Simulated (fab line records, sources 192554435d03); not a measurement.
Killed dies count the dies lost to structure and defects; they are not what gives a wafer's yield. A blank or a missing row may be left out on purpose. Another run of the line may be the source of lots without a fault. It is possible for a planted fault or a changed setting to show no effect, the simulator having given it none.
Lot-split experiment / flow n5Finfet / 21 wafers read across 7 lots, on a route 1938 steps long

## THE SPLIT
At N5_BEOL_M2_ETCH_69 (etches SiARC in CF4, target depth 15.6 nm, time 26 s), the setting biasW was moved away from the recipe's 36 W on 9 of the 21 wafers read, by -16.7% to +11.1%. All remaining wafers had this setting at the recipe value.

Reading taken at the split's own step.

## THE READING
rfVppV, in V, at N5_BEOL_M2_ETCH_69 (etches SiARC in CF4, target depth 15.6 nm, time 26 s). Fault-free wafers of this fab line usually give 184.4 V, standard deviation 1.3 V.

wafer=L079.3; tool, chamber at the split=rieDiel-01, 3; biasW as run, W=36; against the recipe=recipe; rfVppV, V=182.9; against lot-mates on the recipe=-
wafer=L079.4; tool, chamber at the split=rieDiel-01, 2; biasW as run, W=32.09; against the recipe=-10.9%; rfVppV, V=169.4; against lot-mates on the recipe=-13.5
wafer=L079.5; tool, chamber at the split=rieDiel-01, 2; biasW as run, W=32.09; against the recipe=-10.9%; rfVppV, V=170.5; against lot-mates on the recipe=-12.4
wafer=L087.2; tool, chamber at the split=rieDiel-05, 3; biasW as run, W=30; against the recipe=-16.7%; rfVppV, V=163.5; against lot-mates on the recipe=-20.8
wafer=L087.4; tool, chamber at the split=rieDiel-05, 2; biasW as run, W=36; against the recipe=recipe; rfVppV, V=184.3; against lot-mates on the recipe=-
wafer=L087.5; tool, chamber at the split=rieDiel-05, 1; biasW as run, W=30; against the recipe=-16.7%; rfVppV, V=163.0; against lot-mates on the recipe=-21.3
wafer=L089.2; tool, chamber at the split=rieDiel-01, 2; biasW as run, W=36; against the recipe=recipe; rfVppV, V=182.0; against lot-mates on the recipe=-
wafer=L089.5; tool, chamber at the split=rieDiel-01, 2; biasW as run, W=36; against the recipe=recipe; rfVppV, V=183.1; against lot-mates on the recipe=-
wafer=L089.6; tool, chamber at the split=rieDiel-01, 1; biasW as run, W=36; against the recipe=recipe; rfVppV, V=184.3; against lot-mates on the recipe=-
wafer=L091.1; tool, chamber at the split=rieDiel-02, 0; biasW as run, W=36; against the recipe=recipe; rfVppV, V=183.9; against lot-mates on the recipe=-
wafer=L091.4; tool, chamber at the split=rieDiel-02, 2; biasW as run, W=36; against the recipe=recipe; rfVppV, V=185.0; against lot-mates on the recipe=-
wafer=L091.6; tool, chamber at the split=rieDiel-02, 3; biasW as run, W=40.01; against the recipe=+11.1%; rfVppV, V=198.2; against lot-mates on the recipe=+13.8
wafer=L093.2; tool, chamber at the split=rieDiel-02, 3; biasW as run, W=38.55; against the recipe=+7.1%; rfVppV, V=193.1; against lot-mates on the recipe=+8.7
wafer=L093.5; tool, chamber at the split=rieDiel-02, 3; biasW as run, W=38.55; against the recipe=+7.1%; rfVppV, V=193.0; against lot-mates on the recipe=+8.6
wafer=L093.6; tool, chamber at the split=rieDiel-02, 0; biasW as run, W=36; against the recipe=recipe; rfVppV, V=184.4; against lot-mates on the recipe=-
wafer=L094.3; tool, chamber at the split=rieDiel-02, 3; biasW as run, W=36; against the recipe=recipe; rfVppV, V=185.8; against lot-mates on the recipe=-
wafer=L094.4; tool, chamber at the split=rieDiel-02, 0; biasW as run, W=36; against the recipe=recipe; rfVppV, V=185.1; against lot-mates on the recipe=-
wafer=L094.5; tool, chamber at the split=rieDiel-02, 3; biasW as run, W=36; against the recipe=recipe; rfVppV, V=186.9; against lot-mates on the recipe=-
wafer=L097.1; tool, chamber at the split=rieDiel-02, 0; biasW as run, W=33.26; against the recipe=-7.6%; rfVppV, V=175.1; against lot-mates on the recipe=-9.9
wafer=L097.3; tool, chamber at the split=rieDiel-02, 1; biasW as run, W=33.26; against the recipe=-7.6%; rfVppV, V=177.0; against lot-mates on the recipe=-8.0
wafer=L097.5; tool, chamber at the split=rieDiel-02, 2; biasW as run, W=36; against the recipe=recipe; rfVppV, V=185.0; against lot-mates on the recipe=-

THE FIT
A straight line over all 21 wafers: rfVppV changes by +1.26 V for each +1% of biasW; r = +0.99; the points scatter about the line by 1.2 V.
The same after taking each lot's own level away (the mean of its wafers on the recipe; 21 wafers): +1.23 V for each +1%; r = +1.00; scatter 0.68 V.
Per that fit: largest biasW move, reading shift of 21 V.
From 182.90 to 185.93 V: that is the span of the lots' own levels, equal to 2.3 times the standard deviation above.
The two slopes are in agreement: the lot-to-lot level therefore moves the slope only a little.
Check: -20.4 V against its lot-mates is what the line predicts for one of the wafers moved furthest among these (-16.7%) when that wafer is left out of the fit. It came out at -20.8 V against them.
Tool readings at the split's step, against how far the setting was moved: rfVppV r = +0.99.

## ADDITIONAL SPLITS CARRIED BY THESE WAFERS
Note: prior to the reading, these wafers also went through further splits. Each is held against what the fit with the lots' levels taken away leaves over:
other split on the same wafers=N5_GATE_CUT_DESCUM_18 timeS; wafers away from the commonest value=6; r with rfVppV (lot level and that fit taken away)=-0.14
other split on the same wafers=N5_MOL_CONTACT_COAG_VIA_ETCH_46 biasW; wafers away from the commonest value=9; r with rfVppV (lot level and that fit taken away)=-0.06
other split on the same wafers=N5_BEOL_M0_SAQP_PECVD_04 timeS; wafers away from the commonest value=8; r with rfVppV (lot level and that fit taken away)=+0.13
other split on the same wafers=N5_BEOL_M0_SAQP_COAT_34 spinRpm; wafers away from the commonest value=7; r with rfVppV (lot level and that fit taken away)=-0.10
other split on the same wafers=N5_BEOL_M0_TRENCH_ETCH_107 targetDepthA; wafers away from the commonest value=6; r with rfVppV (lot level and that fit taken away)=-0.08
other split on the same wafers=N5_BEOL_M0_ETCH_109 biasW; wafers away from the commonest value=5; r with rfVppV (lot level and that fit taken away)=-0.11

## FILE'S OWN FIT
rfVppV changes by +1.23 V for each +1% of biasW, r = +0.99.
